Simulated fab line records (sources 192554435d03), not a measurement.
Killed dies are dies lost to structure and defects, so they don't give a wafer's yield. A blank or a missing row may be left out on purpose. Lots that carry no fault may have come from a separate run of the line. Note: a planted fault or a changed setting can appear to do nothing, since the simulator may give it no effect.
One fault through the eyes of 2 desks + flow n5Finfet + only its own numbers are on each desk; what lay behind them is given at the end

== FOR THE TOOL OWNER'S DESK: aldMetal-02 ==
The tool's own readings at N5_BEOL_M7_ALD_77 (deposits TaN, target thk 2 nm, pulse time 2 s, purge time 3 s): means of the sampled wafers that have a number, for each lot that ran on this tool. The brackets show how far a lot's mean lies from the usual mean; more than 4 standard deviations puts the lot out of limits, marked OUT.
Columns: A = heaterPowerW at N5_BEOL_M7_ALD_77, usual 419 W
| lot  | first seen here | A   |
|------|-----------------|-----|
| L744 | day 10 08:55    | 401 |
| L743 | day 10 09:18    | 393 |
| L747 | day 10 17:32    | 399 |
| L751 | day 11 19:35    | 402 |
| L762 | day 15 01:10    | 408 |
This desk found nothing out of limits on any of the 5 lots.

== AT THE METROLOGY DESK ==
What the gauges read for every lot (on any tool): the sampled wafers with a number, averaged. The brackets show how far a lot's mean lies from the usual mean; more than 4 standard deviations puts the lot out of limits, marked OUT. 7 of its 35 readings are shown: the first one out of limits and those lying furthest out on some lot.
Columns: A = IOFF_N at N5_BEOL_M4_RC_MEAS_101, usual 0.15 nA/um; B = IOFF_P at N5_BEOL_M4_RC_MEAS_101, usual 0.19 nA/um; C = ION_N at N5_BEOL_M4_RC_MEAS_101, usual 677 uA/um; D = COMB_M14 at N5_BEOL_M15_RC_MEAS_101, usual 3.7e-12 S/m; E = COMB_M7 at N5_BEOL_M15_RC_MEAS_101, usual 2.5e-11 S/m; F = COMB_M7_max_site at N5_BEOL_M15_RC_MEAS_101, usual 3.6e-11 S/m; G = SERP_M7 at N5_BEOL_M15_RC_MEAS_101, usual 14.3 ohm/um
| lot  | first seen here | A    | B    | C   | D       | E                 | F                 | G    |
|------|-----------------|------|------|-----|---------|-------------------|-------------------|------|
| L743 | day 9 05:58     | 0.13 | 0.16 | 675 | 2.6e-12 | 3.4e-11           | 5.8e-11           | 14.0 |
| L744 | day 9 06:27     | 0.13 | 0.17 | 680 | 4.9e-12 | 2.4e-11           | 3.2e-11           | 13.7 |
| L747 | day 9 10:58     | 0.14 | 0.16 | 667 | 3.6e-12 | 2.4e-11           | 3.6e-11           | 14.3 |
| L750 | day 10 14:34    | 0.15 | 0.19 | 674 | 5.4e-12 | 2.3e-11           | 3.9e-11           | 13.7 |
| L751 | day 10 15:20    | 0.14 | 0.20 | 662 | 2.7e-12 | 2.6e-11           | 3.3e-11           | 14.9 |
| L762 | day 13 15:49    | 0.23 | 0.26 | 706 | 3.8e-12 | 8.5e-11 (+11) OUT | 1.8e-10 (+16) OUT | 12.6 |
| L763 | day 14 15:19    | 0.14 | 0.22 | 679 | 3.9e-12 | 2.8e-11           | 4.1e-11           | 13.8 |
This desk reports L762 out of limits; the earliest was L762 at day 17 08:04 (COMB_M7 at N5_BEOL_M15_RC_MEAS_101). Within limits: L743, L744, L747, L750, L751, L763.

== TAKEN TOGETHER ==
On L762, the metrology desk was in a position to raise an alarm at day 17 08:04.
The tool owner's desk saw nothing out of limits.
On record at the tool owner's desk: L762, within its limits.
N5_BEOL_M7_ALD_77 was run on aldMetal-02 by each of the lots named.

== WHAT THE SIMULATOR HAD PUT IN ==
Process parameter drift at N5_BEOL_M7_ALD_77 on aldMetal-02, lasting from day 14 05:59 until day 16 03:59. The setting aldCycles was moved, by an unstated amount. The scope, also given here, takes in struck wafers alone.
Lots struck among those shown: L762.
Time in hours between the start of the fault and the first out-of-limits reading at each desk: metrology desk, 74.
